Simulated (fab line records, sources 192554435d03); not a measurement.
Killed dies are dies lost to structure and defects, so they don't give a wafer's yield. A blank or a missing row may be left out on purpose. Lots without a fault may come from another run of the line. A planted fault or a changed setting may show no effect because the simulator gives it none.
Which tool did it? | flow n5_finfet | 9 lots, 26 wafers sampled, at 4 steps of a route of 1938

WHAT THE GAUGES READ, wafer by wafer
N5_BEOL_M4_RC_MEAS_101. Usual: DIBL_N 37.2 mV/V, standard deviation 1.9; DIBL_P 37.3 mV/V, standard deviation 2.2; IOFF_N 0.18 nA/um, standard deviation 0.038; IOFF_P 0.22 nA/um, standard deviation 0.039; ION_N 678 uA/um, standard deviation 11; ION_P 462 uA/um, standard deviation 6.9; SS_N 71.8 mV/dec, standard deviation 0.68; SS_P 73.5 mV/dec, standard deviation 0.65; VT_N 249 mV, standard deviation 3.4; VT_P -250 mV, standard deviation 3.2.
lot  | measured     | on        | DIBL_N (mV/V)  | DIBL_P (mV/V)  | IOFF_N (nA/um) | IOFF_P (nA/um) | ION_N (uA/um) | ION_P (uA/um) | SS_N (mV/dec)  | SS_P (mV/dec)  | VT_N (mV)   | VT_P (mV)      | flag
L318 | day 8 10:58  | prober-01 | 39.7 36.8 35.2 | 40.5 36.0 35.4 | 0.22 0.15 0.14 | 0.25 0.18 0.17 | 690 654 673   | 461 450 455   | 72.7 71.7 72.3 | 73.3 73.0 72.4 | 246 254 251 | -250 -252 -254 |
L325 | day 10 02:04 | prober-02 | 40.0 40.3      | 40.3 41.6      | 0.22 0.21      | 0.25 0.26      | 683 684       | 464 466       | 72.9 71.8      | 73.4 73.6      | 249 246     | -250 -247      |
L327 | day 10 08:16 | prober-01 | 37.8 37.4 34.0 | 36.8 36.3 32.8 | 0.16 0.15 0.11 | 0.21 0.21 0.17 | 684 691 676   | 460 472 471   | 71.1 71.6 70.4 | 73.3 72.7 71.9 | 252 251 254 | -249 -248 -253 |
L328 | day 10 08:14 | prober-02 | 39.2 37.5 38.4 | 39.2 37.9 38.4 | 0.21 0.18 0.19 | 0.23 0.21 0.23 | 699 675 681   | 465 460 456   | 71.7 71.3 72.1 | 73.5 73.6 73.5 | 245 246 246 | -249 -250 -252 |
L329 | day 11 06:01 | prober-01 | 38.0 33.4 35.4 | 38.1 33.2 34.7 | 0.18 0.11 0.14 | 0.26 0.19 0.20 | 671 660 677   | 472 463 464   | 71.6 70.6 70.8 | 73.5 72.5 72.5 | 247 254 252 | -246 -251 -247 |
L332 | day 12 00:30 | prober-01 | 38.5 37.3      | 37.2 35.0      | 0.19 0.15      | 0.23 0.20      | 686 665       | 472 460       | 70.8 70.8      | 73.6 72.8      | 245 253     | -249 -251      |
L333 | day 11 19:28 | prober-01 | 36.9 38.3 36.3 | 35.2 38.0 35.0 | 0.15 0.19 0.15 | 0.19 0.24 0.20 | 676 684 675   | 461 464 460   | 71.7 71.8 71.7 | 72.9 74.0 73.7 | 250 248 251 | -250 -249 -251 |
L334 | day 12 03:13 | prober-01 | 34.7 35.3 36.2 | 36.6 37.4 38.1 | 0.16 0.17 0.19 | 0.18 0.19 0.21 | 681 684 682   | 459 458 458   | 71.6 71.5 71.5 | 73.3 73.4 73.8 | 251 246 251 | -253 -254 -250 |
L340 | day 13 13:22 | prober-01 | 37.2 37.0 35.9 | 40.0 39.2 37.1 | 0.18 0.17 0.14 | 0.22 0.20 0.17 | 668 673 655   | 452 461 445   | 72.0 72.1 72.4 | 74.4 73.6 73.8 | 250 250 254 | -251 -255 -255 |

N5_PASSIVATION_CD_MEAS_30: target cd 4000 nm. Usual: cd_nm 3998.9 nm, standard deviation 2.
lot  | measured     | on        | cd_nm (nm)           | flag
L318 | day 12 08:54 | cd_sem-02 | 4001.5 4001.4 3998.6 |
L325 | day 14 09:59 | cd_sem-02 | 3998.3 4001.2        |
L327 | day 14 14:01 | cd_sem-03 | 4000.0 3998.4 3997.2 |
L328 | day 14 13:28 | cd_sem-02 | 3999.4 4001.2 3997.8 |
L329 | day 15 01:34 | cd_sem-01 | 3994.1 3994.1 3999.1 |
L332 | day 16 01:38 | cd_sem-03 | 3999.7 3998.6        |
L333 | day 15 13:01 | cd_sem-03 | 4003.1 3996.7 4000.4 |
L334 | day 16 13:13 | cd_sem-01 | 3999.6 3998.6 3998.4 |
L340 | day 17 23:15 | cd_sem-03 | 3999.0 4000.4 3999.3 |

WHICH TOOL RAN EACH LOT (tool, then ch and the chambers of the sampled wafers, then the start)
lot  | N5_MOL_CONTACT_COAG_VIA_ETCH_117  | N5_PASSIVATION_SPUTTER_20
L318 | rie_diel-04 ch 1,2, day 5 05:02   | pvd_sputter-03, day 12 08:19
L325 | rie_diel-03 ch 0,2, day 6 23:35   | pvd_sputter-03, day 14 09:17
L327 | rie_diel-03 ch 0,1,3, day 7 09:26 | pvd_sputter-01, day 14 13:26
L328 | rie_diel-02 ch 1,3, day 7 12:33   | pvd_sputter-01, day 14 12:46
L329 | rie_diel-03 ch 2,3, day 7 22:37   | pvd_sputter-03, day 15 00:52
L332 | rie_diel-03 ch 0,1,2, day 8 17:32 | pvd_sputter-03, day 16 00:56
L333 | rie_diel-02 ch 1,2,3, day 8 22:28 | pvd_sputter-02, day 15 12:26
L334 | rie_diel-03 ch 2,3, day 9 02:08   | pvd_sputter-03, day 16 12:32
L340 | rie_diel-02 ch 0,3, day 10 18:05  | pvd_sputter-01, day 17 22:33
- N5_MOL_CONTACT_COAG_VIA_ETCH_117: etches SiO2 in C4F6/O2, target depth 40 nm, overetch 8 nm, time 26 s.
- N5_PASSIVATION_SPUTTER_20: material TaN, target thk 50 nm.

WHAT THE TOOLS THEMSELVES READ (means of the sampled wafers that have a number; where no wafer has one, the mark that the record gives instead)
N5_MOL_CONTACT_COAG_VIA_ETCH_117. Usual: C4F6_flow_sccm 10.00 sccm, standard deviation 0.031; drypump_motor_current_A 5.9 A, standard deviation 0.38; oes_product_au 0.70 a.u., standard deviation 0.069; rf_vpp_V 1591 V, standard deviation 28; showerhead_plenum_p_Torr 2.82 Torr, standard deviation 0.086; throttle_valve_pct 41.1 %, standard deviation 0.4.
lot  | tool        | C4F6_flow_sccm (sccm) | drypump_motor_current_A (A) | oes_product_au (a.u.) | rf_vpp_V (V) | showerhead_plenum_p_Torr (Torr) | throttle_valve_pct (%) | flag
L318 | rie_diel-04 | 9.99                  | 6.2                         | 0.74                  | 1579         | 2.78                            | 40.7                   |
L325 | rie_diel-03 | 10.00                 | 5.8                         | 0.69                  | 1572         | 2.79                            | 40.7                   |
L327 | rie_diel-03 | 9.98                  | 6.2                         | 0.66                  | 1591         | 2.75                            | 40.9                   |
L328 | rie_diel-02 | 9.98                  | 5.7                         | 0.78                  | 1612         | 2.90                            | 41.3                   |
L329 | rie_diel-03 | 9.98                  | 5.8                         | 0.67                  | 1591         | 2.77                            | 41.1                   |
L332 | rie_diel-03 | 10.02                 | 6.1                         | 0.67                  | 1567         | 2.79                            | 40.8                   |
L333 | rie_diel-02 | 9.99                  | 5.8                         | 0.70                  | 1600         | 2.90                            | 41.2                   |
L334 | rie_diel-03 | 9.99                  | 5.8                         | 0.67                  | 1565         | 2.81                            | 41.0                   |
L340 | rie_diel-02 | 10.01                 | 5.8                         | 0.77                  | 1610         | 2.86                            | 41.5                   |

N5_PASSIVATION_SPUTTER_20. Usual: substrate_temp_c 24.99 C, standard deviation 0.11; throttle_valve_pct 30.0 %, standard deviation 1.2.
lot  | tool           | substrate_temp_c (C) | throttle_valve_pct (%) | flag
L318 | pvd_sputter-03 | 25.06                | 30.4                   |
L325 | pvd_sputter-03 | 25.01                | 30.4                   |
L327 | pvd_sputter-01 | 24.97                | 29.4                   |
L328 | pvd_sputter-01 | 25.12                | 30.0                   |
L329 | pvd_sputter-03 | 24.95                | 30.4                   |
L332 | pvd_sputter-03 | 25.17                | 30.7                   |
L333 | pvd_sputter-02 | 24.93                | 29.3                   |
L334 | pvd_sputter-03 | 25.03                | 30.7                   |
L340 | pvd_sputter-01 | 24.99                | 29.5                   |

THE ANSWER, worked out from the rows above alone
Rule: a lot is off if the mean of its wafers that have a number lies more than 3 standard deviations from the usual mean. A lot without any number at a reading at which 4 lots or more have one is off too. The other lots that the step has rows for count as sound. The gauges are gone through in route order, then the tools' own readings, and for those a lot's mean is taken as printed above. The first step at which some lot is off is used, and at that step the reading that is off furthest; a lot without a number counts as furthest.
No lot is off at any reading shown: from this, nothing can be told.

WHAT THE SIMULATOR HAD PUT IN
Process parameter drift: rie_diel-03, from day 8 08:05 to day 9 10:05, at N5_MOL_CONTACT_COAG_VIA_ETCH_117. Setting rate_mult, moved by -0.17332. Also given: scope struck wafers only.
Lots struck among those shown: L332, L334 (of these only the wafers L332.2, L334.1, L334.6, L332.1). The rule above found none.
